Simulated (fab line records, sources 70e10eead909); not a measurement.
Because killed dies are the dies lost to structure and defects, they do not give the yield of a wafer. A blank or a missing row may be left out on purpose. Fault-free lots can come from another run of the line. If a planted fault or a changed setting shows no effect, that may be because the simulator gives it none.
Matching of chambers | flow nand-harc | NHARC_A_CONTACT_DEP_85 on pecvd-04: 3 sister chambers
The step deposits SiON, target thk 50 nm. 20 wafers are shown with their chamber, then 10 later ones without.

== WAFERS PAIRED WITH THEIR CHAMBERS ==
wafer  | chamber | heater-power-w (W)
L080.3 | 2       | 630
L080.4 | 0       | 664
L080.5 | 1       | 966
L083.1 | 2       | 618
L083.2 | 1       | 921
L083.3 | 0       | 831
L082.1 | 0       | 720
L082.2 | 1       | 890
L082.3 | 2       | 721
L082.4 | 1       | 887
L082.5 | 0       | 715
L082.6 | 2       | 747
L086.1 | 1       | 843
L086.3 | 0       | 692
L086.6 | 1       | 873
L086.2 | 2       | 657
L086.4 | 0       | 708
L086.5 | 2       | 661
L089.1 | 1       | 842
L089.2 | 0       | 827

SIGNATURES (averages over the wafers above)
reading        | chamber 0 | chamber 1 | chamber 2 | scatter within a chamber
heater-power-w | 736.71    | 888.86    | 672.33    | 54.5
Rule: a wafer lies at a distance from a chamber equal to the root of the sum of squares, over the readings, of (its reading less the chamber's mean, divided by the reading's scatter). If the next closest chamber is less than 2 further off than the closest, the wafer can't be placed; otherwise it belongs to the closest. The scatter: take each reading less its chamber's mean, square it, sum over the shown wafers, divide by the number of wafers less the number of chambers, and take the root.

== WAFERS WITHOUT THEIR CHAMBER ==
wafer  | heater-power-w (W)
L089.5 | 801
L092.1 | 796
L092.3 | 724
L092.5 | 799
L094.2 | 794
L094.3 | 949
L094.4 | 807
L095.2 | 806
L095.4 | 791
L095.5 | 956

== WHICH CHAMBER EACH WENT THROUGH ==
wafer  | from the rows above          | in truth
L089.5 | can't be placed: 0 or 1 or 2 | 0
L092.1 | can't be placed: 0 or 1 or 2 | 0
L092.3 | can't be placed: 0 or 2      | 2
L092.5 | can't be placed: 0 or 1 or 2 | 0
L094.2 | can't be placed: 0 or 1 or 2 | 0
L094.3 | 1                            | 1
L094.4 | can't be placed: 0 or 1 or 2 | 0
L095.2 | can't be placed: 0 or 1 or 2 | 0
L095.4 | can't be placed: 0 or 1 or 2 | 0
L095.5 | 1                            | 1
2 of 10 placed correctly. From these rows, 8 cannot be placed; in 8 the true chamber is one of the candidates. Placed wrongly: 0.
